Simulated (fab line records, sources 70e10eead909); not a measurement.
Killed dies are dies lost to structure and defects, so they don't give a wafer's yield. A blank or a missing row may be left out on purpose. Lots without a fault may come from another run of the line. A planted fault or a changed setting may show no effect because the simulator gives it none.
Chamber matching | flow nand_harc | NHARC_A_STAIRCASE_DESCUM_186 on rie_diel-01: 4 sister chambers
The step chemistry O2, time 3 s. 4 wafers are shown with their chamber, then 7 later ones without.

WAFERS WITH THEIR CHAMBER
wafer  | chamber | showerhead_plenum_p_Torr (Torr)
L081.6 | 1       | 1.93
L083.2 | 2       | 1.89
L087.3 | 0       | 2.05
L087.5 | 3       | 2.03

WAFERS WITHOUT THEIR CHAMBER
wafer  | showerhead_plenum_p_Torr (Torr)
L087.6 | 2.05
L096.2 | 1.87
L096.3 | 1.92
L096.4 | 2.02
L097.2 | 2.02
L097.3 | 2.04
L097.6 | 2.04

WHICH CHAMBER EACH WENT THROUGH
wafer  | from the rows above     | in truth
L087.6 | can't be placed: 0 or 3 | 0
L096.2 | 2                       | 2
L096.3 | can't be placed: 1 or 2 | 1
L096.4 | can't be placed: 3 or 0 | 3
L097.2 | can't be placed: 3 or 0 | 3
L097.3 | can't be placed: 0 or 3 | 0
L097.6 | can't be placed: 0 or 3 | 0
Placed correctly: 1 of 7. Can't be placed from these rows: 6 (the true chamber is among the candidates in 6). Placed wrongly: 0.
How it was worked out, from the rows above alone: a wafer's distance from a chamber is the root of the sum, over the readings, of the square of ((its reading less the chamber's mean) divided by the reading's scatter). The wafer belongs to the nearest chamber; if the next one is less than 2 further off, it can't be placed. A chamber's mean is the mean of its shown wafers. The scatter: with one shown wafer a chamber, the root of the mean of the squares of how far each hidden wafer lies from its nearest shown one.
